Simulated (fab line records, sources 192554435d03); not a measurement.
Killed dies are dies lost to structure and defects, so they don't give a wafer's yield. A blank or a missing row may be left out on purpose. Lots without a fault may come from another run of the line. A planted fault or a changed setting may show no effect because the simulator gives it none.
fab line records | flow n5_finfet
record lots=10 wafers=30 last_day=18
route steps=1938 shown PMOS_HMC_CHANNEL_EPI@74 FIN_SAQP@94 BEOL_M4@1111 PASSIVATION@1936
lots that met no fault: from a run of the same line without faults
start_h: hours from the record's first day to the start of the lot's first wafer shown | wait_h: hours since the lot's step before | " the same as in the row above | L1.1+2: a row that stands for several wafers | - no value, or no start given | * or withheld: withheld | < > ~ a bound
route shown NAME@n: a module of which the file shows steps, and the number in the route of the first | usual: mean/standard deviation of fault-free wafers | same: alike in all rows | chamber/n: place in a boat | sites: the reading at each site | _std_site: their standard deviation | _edge_site: outer sites' mean less inner sites' | radius_mm: how far each site lies from the wafer's centre | mask NAME#n: copy n | behind: the tool/chamber that last shaped the wafer | hold: why the lot was held/for how many hours/how that ended | device: the transistor (n, p or np) that didn't switch | end of line: the same wafers' tests at the end of the route | a step without rows: its recipe alone | killed: dies lost to structure and defects at the first sort, not the wafer's yield | map: a wafer's dies, x killed, . not, _ none there
set.NAME: the setting as run; set.NAME@STEP: as run at that earlier step | model.NAME: the simulator's own value behind a step, which no gauge read
steps of the route over a sample of lots; a table a step, a row a wafer
services: from which hour (start_h, from the record's first day; less than 0 if before it) a tool's chamber was out of use, for how many hours, and why
## steps
# step N5_PMOS_HMC_CHANNEL_EPI_FIN_RECESS_16
# recipe chemistry=HBr/Cl2 target=Si mask_material=SiO2 target_depth_a=540 time_s=18 pressure_mtorr=10 icp_w=800 bias_w=75 HBr_flow_sccm=150 Cl2_flow_sccm=80
# usual drypump_motor_current_A=5.8/0.45 oes_product_au=1.005/0.015 throttle_valve_pct=35.60/0.24
# columns lot.wafer tool chamber start_h wait_h drypump_motor_current_A oes_product_au rf_hours_counter_h throttle_valve_pct
L346.1 rie_si-06 2 30.01 0.0 5.1 1.031 182 35.28
L346.4 " 0 " " 6.5 0.996 - 35.83
L346.6 " 3 " " 5.4 0.999 - 35.73
L347.3 rie_si-05 1 30.70 0.0 5.8 0.998 184 35.68
L347.5 " 1 " " 5.8 1.010 - 35.66
L347.6 " 2 " " 5.9 1.029 - 35.63
L349.1 rie_si-06 3 42.76 0.0 5.4 0.997 175 35.75
L349.3 " 1 " " 6.0 1.013 44 35.75
L349.4 " 2 " " 5.1 1.030 182 35.27
L350.1 rie_si-06 0 48.22 0.0 6.4 0.968 199 35.83
L350.3 " 1 " " 6.0 1.013 44 35.77
L350.4 " 2 " " 5.1 1.011 182 35.29
L353.4 rie_si-06 0 65.90 0.0 6.5 0.988 200 35.81
L353.5 " 3 " " 5.4 1.007 - 35.73
L353.6 " 2 " " 5.1 1.023 - 35.29
L356.2 rie_si-06 1 83.89 0.0 6.0 1.016 45 35.75
L356.3 " 2 " " 5.1 1.029 183 35.26
L356.5 " 0 " " 6.5 0.997 - 35.83
L357.1 rie_si-06 3 90.19 0.0 5.4 0.994 176 35.76
L357.3 " 2 " " 5.1 1.016 183 35.29
L357.5 " 2 " " 5.1 1.023 - 35.29
L366.1 rie_si-02 3 143.84 0.0 5.6 0.990 191 35.91
L366.4 " 1 " " 5.7 0.999 158 35.07
L366.5 " 0 " " 5.3 1.011 - 35.37
L367.1 rie_si-05 2 149.82 0.0 5.9 1.034 89 35.62
L367.2 " 1 " " 5.7 1.005 186 35.67
L367.5 " 0 " " 6.4 1.003 - 35.83
L368.2 rie_si-05 1 156.72 0.0 5.8 0.988 186 35.68
L368.3 " 3 " " 6.0 0.981 0 35.13
L368.5 " 1 " " 5.8 0.985 - 35.69
# step N5_PMOS_HMC_CHANNEL_EPI_EPI_26
# recipe material=Si target_thk_a=38 temp_c=650 precursor=SiH4/H2 pressure_torr=20 time_s=22.7
# usual chamber_pressure_Torr=20.00/0.042 throttle_valve_pct=11.46/0.17
# columns lot.wafer tool chamber start_h wait_h chamber_pressure_Torr throttle_valve_pct
L346.1 epi_rpcvd-03 0 32.85 0.0 19.99 11.57
L346.4 " 0 " " 19.99 11.07
L346.6 " 0 " " 20.01 11.33
L347.3 epi_rpcvd-01 0 33.42 0.2 20.02 11.64
L347.5 " 0 " " 20.01 11.60
L347.6 " 0 " " 20.00 11.64
L349.1 epi_rpcvd-03 0 44.67 0.0 19.99 11.30
L349.3 " 0 " " 20.01 11.21
L349.4 " 0 " " 19.94 11.24
L350.1 epi_rpcvd-04 0 50.55 0.0 19.99 11.30
L350.3 " 0 " " 20.00 11.58
L350.4 " 0 " " 19.91 11.52
L353.4 epi_rpcvd-01 0 67.97 0.2 20.14 11.70
L353.5 " 0 " " 20.08 11.48
L353.6 " 0 " " 20.00 11.39
L356.2 epi_rpcvd-04 0 86.25 0.1 19.97 11.52
L356.3 " 0 " " 19.95 11.57
L356.5 " 0 " " 19.92 11.49
L357.1 epi_rpcvd-01 0 92.12 0.0 20.00 11.78
L357.3 " 0 " " 19.98 11.73
L357.5 " 0 " " 19.96 11.66
L366.1 epi_rpcvd-04 0 145.75 0.0 20.02 11.44
L366.4 " 0 " " 20.01 11.41
L366.5 " 0 " " 20.03 11.38
L367.1 epi_rpcvd-04 0 152.13 0.0 19.99 11.34
L367.2 " 0 " " 20.03 11.50
L367.5 " 0 " " 19.94 11.34
L368.2 epi_rpcvd-04 0 158.70 0.1 20.01 11.30
L368.3 " 0 " " 20.03 11.37
L368.5 " 0 " " 19.95 11.44
# step N5_FIN_SAQP_ALD_61
# recipe material=SiO2 target_thk_a=40 temp_c=300 ald_precursor_family=BDEAS ald_co_reactant=O2-plasma pulse_time_s=1 purge_time_s=2 co_reactant_purge_time_s=2 ald_cycles=43 pressure_torr=2
# usual ald_cycles=43/0 chamber_pressure_Torr=1.999/0.0043 heater_power_outer_w=273/20 heater_power_w=481/37 precursor_pulse_height_rel=0.999/0.021
# columns lot.wafer tool chamber start_h wait_h ald_cycles chamber_pressure_Torr heater_power_outer_w heater_power_w precursor_pulse_height_rel
L346.1 ald_sin-04 3 33.85 0.3 43 2.000 256 474 1.017
L346.4 " 2 " " 43 2.002 288 481 1.020
L346.6 " 2 " " 43 2.002 289 498 0.991
L347.3 ald_sin-04 3 34.01 0.2 43 1.996 261 482 1.017
L347.5 " 0 " " 43 1.998 277 525 0.987
L347.6 " 1 " " 43 2.000 249 428 0.992
L349.1 ald_sin-03 2 45.40 0.0 43 2.000 291 504 1.024
L349.3 " 1 " " 43 1.997 265 440 1.022
L349.4 " 2 " " 43 1.999 302 497 1.003
L350.1 ald_sin-02 0 51.05 0.0 43 2.002 250 439 1.010
L350.3 " 1 " " 43 1.997 250 466 0.965
L350.4 " 2 " " 43 1.995 260 468 0.959
L353.4 ald_sin-04 0 68.33 0.0 43 2.001 277 536 0.992
L353.5 " 0 " " 43 1.996 276 531 1.014
L353.6 " 3 " " 43 2.002 249 469 0.974
L356.2 ald_sin-03 0 86.71 0.0 43 1.999 317 541 0.995
L356.3 " 1 " " 43 1.996 264 434 0.969
L356.5 " 3 " " 43 1.999 272 522 1.001
L357.1 ald_sin-03 3 92.75 0.0 43 2.006 267 514 0.972
L357.3 " 2 " " 43 2.007 292 488 1.000
L357.5 " 0 " " 43 1.999 314 542 1.014
L366.1 ald_sin-03 1 146.68 0.5 43 2.006 268 449 1.012
L366.4 " 0 " " 38 2.004 322 546 0.969
L366.5 " 1 " " 38 2.002 266 453 1.021
L367.1 ald_sin-03 1 153.23 0.5 43 2.000 256 455 1.004
L367.2 " 3 " " 43 2.002 265 532 0.984
L367.5 " 1 " " 38 1.993 276 452 0.996
L368.2 ald_sin-04 3 159.15 0.0 43 2.001 264 476 0.975
L368.3 " 2 " " 43 2.001 288 504 1.015
L368.5 " 2 " " 43 2.000 290 497 0.988
# step N5_FIN_SAQP_OVL_MEAS_17
# recipe points_per_wafer=44
# usual FIN_CORE_OVL=-0.4/0.83
# columns lot.wafer tool chamber start_h wait_h FIN_CORE_OVL[nm]
L346.1 overlay-02 0 35.13 0.0 -0.9
L346.4 " 0 " " 0.5
L346.6 " 0 " " -1.0
L347.3 overlay-02 0 35.33 0.0 -0.5
L347.5 " 0 " " -0.8
L347.6 " 0 " " -0.7
L349.1 overlay-01 0 46.71 0.0 -1.0
L349.3 " 0 " " 0.6
L349.4 " 0 " " 0.4
L350.1 overlay-01 0 52.44 0.0 0.1
L350.3 " 0 " " 0.2
L350.4 " 0 " " -0.7
L353.4 overlay-01 0 70.22 0.0 -0.8
L353.5 " 0 " " -1.0
L353.6 " 0 " " -0.8
L356.2 overlay-02 0 88.04 0.0 -0.9
L356.3 " 0 " " -1.8
L356.5 " 0 " " -1.1
L357.1 overlay-01 0 93.88 0.0 -1.2
L357.3 " 0 " " 0.1
L357.5 " 0 " " 0.4
L366.1 overlay-02 0 147.92 0.0 -1.3
L366.4 " 0 " " -1.6
L366.5 " 0 " " -0.4
L367.1 overlay-02 0 154.47 0.0 -0.4
L367.2 " 0 " " -0.1
L367.5 " 0 " " -1.2
L368.2 overlay-01 0 160.26 0.0 0.3
L368.3 " 0 " " 0.0
L368.5 " 0 " " -0.3
# step N5_BEOL_M4_RC_MEAS_101
# usual DIBL_N=36.0/1.8 DIBL_P=36.3/2.4 IOFF_N=0.16/0.035 IOFF_P=0.21/0.036 ION_N=673/13 ION_P=461/7.2 SS_N=71.4/0.6 SS_P=73.2/0.7 VT_N=250/4 VT_P=-250.9/2.9
# columns lot.wafer tool chamber start_h wait_h DIBL_N[mV/V] DIBL_P[mV/V] IOFF_N[nA/um] IOFF_P[nA/um] ION_N[uA/um] ION_P[uA/um] SS_N[mV/dec] SS_P[mV/dec] VT_N[mV] VT_P[mV]
L346.1 prober-02 0 188.25 0.0 36.7 38.2 0.19 0.25 675 465 72.5 73.7 248 -248.4
L346.4 " 0 " " 34.7 33.9 0.14 0.17 666 457 72.2 72.5 250 -252.9
L346.6 " 0 " " 39.2 41.4 0.25 0.32 693 473 72.8 74.6 242 -245.7
L347.3 prober-01 0 191.50 0.3 36.3 37.4 0.17 0.21 683 462 71.5 73.8 248 -249.2
L347.5 " 0 " " 35.8 37.5 0.16 0.22 672 468 70.7 72.9 250 -247.8
L347.6 " 0 " " 38.5 40.0 0.23 0.26 702 475 71.8 73.9 245 -246.1
L349.1 prober-02 0 202.87 0.0 33.9 34.9 0.13 0.17 674 461 70.4 73.2 254 -250.4
L349.3 " 0 " " 37.5 37.1 0.19 0.20 668 455 72.0 73.4 248 -251.0
L349.4 " 0 " " 35.4 36.2 0.15 0.19 678 470 71.5 73.2 249 -250.7
L350.1 prober-02 0 218.00 0.0 32.7 32.6 0.10 0.14 643 446 70.0 71.9 259 -257.7
L350.3 " 0 " " 34.2 34.1 0.12 0.16 663 453 71.5 72.7 255 -254.1
L350.4 " 0 " " 35.7 37.3 0.15 0.20 692 471 71.5 73.3 248 -249.6
L353.4 prober-01 0 221.29 0.5 37.1 38.9 0.18 0.20 690 466 70.7 73.9 244 -253.0
L353.5 " 0 " " 38.0 39.6 0.18 0.22 681 464 71.6 74.2 247 -252.3
L353.6 " 0 " " 40.5 43.6 0.26 0.29 697 464 72.0 74.2 242 -248.7
L356.2 prober-01 0 227.39 0.2 35.3 35.9 0.13 0.21 668 464 70.6 73.9 255 -250.9
L356.3 " 0 " " 34.6 35.0 0.13 0.19 673 473 70.6 73.0 253 -252.9
L356.5 " 0 " " 32.8 32.3 0.10 0.15 657 458 70.4 71.3 259 -252.3
L357.1 prober-01 0 248.08 0.0 35.0 33.1 0.12 0.16 660 450 70.9 73.1 254 -254.4
L357.3 " 0 " " 38.4 38.1 0.20 0.23 671 455 72.2 73.1 248 -248.3
L357.5 " 0 " " 38.7 39.4 0.20 0.25 673 459 71.8 74.1 248 -248.3
L366.1 prober-01 0 316.37 0.0 36.3 34.9 0.15 0.20 679 465 71.5 73.1 246 -251.2
L366.4 " 0 " " 36.6 36.3 0.15 0.22 671 459 70.9 73.6 249 -251.9
L366.5 " 0 " " 35.2 33.6 0.13 0.17 661 450 71.0 71.9 250 -253.3
L368.2 prober-01 0 318.44 0.2 37.2 37.1 0.16 0.21 673 457 71.4 73.4 250 -252.4
L368.3 " 0 " " 37.9 36.6 0.16 0.21 681 461 72.1 74.0 250 -252.9
L368.5 " 0 " " 39.3 38.0 0.20 0.25 687 464 72.2 73.7 247 -246.7
L367.1 prober-02 0 319.72 0.0 37.5 39.3 0.18 0.24 691 475 71.0 73.8 246 -246.5
L367.2 " 0 " " 37.7 39.7 0.18 0.25 680 471 72.0 74.1 247 -247.2
L367.5 " 0 " " 36.6 38.0 0.16 0.23 685 474 71.1 73.4 246 -248.1
# step N5_PASSIVATION_PROBE_49
# usual defect_limited_yield=91.2/1.4 killed_at_M0_to_M3=35/11 killed_at_M4_up=14/5.6 killed_at_contacts=12/5.6 killed_at_front_end=38/11 killed_at_other=4/3.4 killed_dies=103/17 killed_on_rim=13/3.5 killed_open=68/12 killed_short=33/8.8 sort_bin_4_leakage=0.00/0.007 sort_bin_5_function=5.1/0.89 sort_bin_6_memory=3.3/0.71 sort_n_pass=1077/17 sort_yield_pct=91.2/1.4
# same gross_dies=1180 killed_at_back_side=0 sort_bin_8_speed[%]=0
# columns lot.wafer tool chamber start_h wait_h defect_limited_yield[%] killed_at_M0_to_M3 killed_at_M4_up killed_at_contacts killed_at_front_end killed_at_other killed_dies killed_on_rim killed_open killed_short sort_bin_4_leakage[%] sort_bin_5_function[%] sort_bin_6_memory[%] sort_n_pass sort_yield_pct[%]
L347.3 prober-02 - 298.23 0.1 92.5 38 5 7 37 1 88 9 67 21 0 5.1 2.2 1092 92.5
L347.5 prober-02 - 298.33 0.2 93.7 22 12 9 30 1 74 16 60 12 0 3.9 2.1 1106 93.7
L347.6 prober-02 - 298.38 0.3 93.4 29 4 6 39 0 78 10 58 20 0 3.4 3.1 1102 93.4
L357.1 prober-02 - 357.23 0.0 91.7 50 8 8 30 2 98 16 64 33 0 4.3 3.7 1082 91.7
L357.3 prober-02 - 357.33 0.1 90.4 42 10 23 35 3 113 11 74 36 0 5.7 3.6 1067 90.4
L357.5 prober-02 - 357.43 0.2 91.0 52 8 9 35 2 106 17 82 19 0 5.1 3.3 1074 91.0
# killed by level:class
L347.3 FIN_SAQP:geometric_particle:open=11 BEOL_M3:geometric_particle:open=11 BEOL_M0_SAQP:geometric_particle:open=10 STI_FIN_REVEAL:geometric_particle:open=8 BEOL_M0_SAQP:geometric_particle:short=8 MOL_CONTACT_COAG:geometric_particle:open=6 BEOL_M2:geometric_particle:open=5 FIN_SAQP:geometric_particle:short=3
L347.5 MOL_CONTACT_COAG:geometric_particle:open=9 FIN_SAQP:geometric_particle:open=8 BEOL_M3:geometric_particle:open=8 DUMMY_GATE:geometric_particle:open=7 BEOL_M0_SAQP:geometric_particle:open=5 STARTING-WAFER:geometric_particle:open=5 STI_FIN_REVEAL:geometric_particle:open=4 FIN_SAQP:geometric_particle:short=3
L347.6 BEOL_M3:geometric_particle:open=9 STI_FIN_REVEAL:geometric_particle:open=8 STARTING-WAFER:geometric_particle:open=7 FIN_SAQP:geometric_particle:open=6 DUMMY_GATE:geometric_particle:open=5 BEOL_M0_SAQP:geometric_particle:open=5 BEOL_M0:geometric_particle:open=5 MOL_CONTACT_COAG:geometric_particle:open=4
L357.1 BEOL_M0_SAQP:geometric_particle:open=15 FIN_SAQP:geometric_particle:short=9 BEOL_M0_SAQP:geometric_particle:short=9 BEOL_M1:geometric_particle:open=9 BEOL_M3:geometric_particle:open=9 MOL_CONTACT_COAG:geometric_particle:open=7 FIN_SAQP:geometric_particle:open=5 STI_FIN_REVEAL:geometric_particle:open=5
L357.3 MOL_CONTACT_COAG:geometric_particle:open=15 STI_FIN_REVEAL:geometric_particle:open=12 BEOL_M0_SAQP:geometric_particle:short=10 BEOL_M2:geometric_particle:open=10 MOL_CONTACT_COAG:geometric_particle:short=8 BEOL_M3:geometric_particle:open=8 BEOL_M0_SAQP:geometric_particle:open=7 DUMMY_GATE:geometric_particle:open=5
L357.5 BEOL_M3:geometric_particle:open=15 BEOL_M2:geometric_particle:open=11 FIN_SAQP:geometric_particle:open=10 MOL_CONTACT_COAG:geometric_particle:open=8 DUMMY_GATE:geometric_particle:open=7 BEOL_M0_SAQP:geometric_particle:short=7 BEOL_M1:geometric_particle:open=7 BEOL_M0_SAQP:geometric_particle:open=6
## services
# columns tool chamber start_h hours kind
ald_sin-04 0 7.75 - clean
ald_sin-04 1 7.75 - clean
ald_sin-04 2 7.75 - clean
ald_sin-04 3 7.75 - clean
rie_si-05 - 8.48 0.2 repair
rie_si-06 1 18.83 21.9 repair
rie_si-02 - 20.69 2.8 pm
epi_rpcvd-04 - 23.03 18.9 pm
ald_sin-03 0 37.44 13.2 repair
rie_si-06 - 39.12 2.8 pm
rie_si-05 0 44.09 10.5 repair
rie_si-02 - 57.74 15.6 pm
epi_rpcvd-04 - 69.74 0.2 repair
ald_sin-02 3 74.18 2.9 repair
rie_si-06 0 85.54 - clean
rie_si-06 0 85.54 16.6 scheduled_down
rie_si-06 0 85.54 16.6 vent_cycle
ald_sin-03 3 88.61 - calibration
rie_si-05 3 122.42 - clean
epi_rpcvd-03 - 123.86 6.0 pm
rie_si-06 1 126.75 2.5 repair
rie_si-02 2 128.50 4.3 repair
rie_si-06 0 152.79 8.9 repair
epi_rpcvd-04 - 158.95 0.5 pm
## key
first_sign step=N5_FIN_SAQP_ALD_61 reading=ald_cycles direction=down sigmas=99+ usual=* struck=*
effect none on later readings
met_at N5_FIN_SAQP_ALD_61
struck_lots L366,L367
struck_wafers L366.4,L366.5,L367.5
not_acting_at N5_PMOS_HMC_CHANNEL_EPI_FIN_RECESS_16,N5_PMOS_HMC_CHANNEL_EPI_EPI_26,N5_FIN_SAQP_OVL_MEAS_17
onset_between 92.75 146.68
fault kind=process_parameter_drift tool=ald_sin-03 chamber=- onset_h=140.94 steps=N5_FIN_SAQP_ALD_61 channel=ald_cycles offset=* shape=step end_h=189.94 scope=struck_wafers_only acts_in=* stated=*
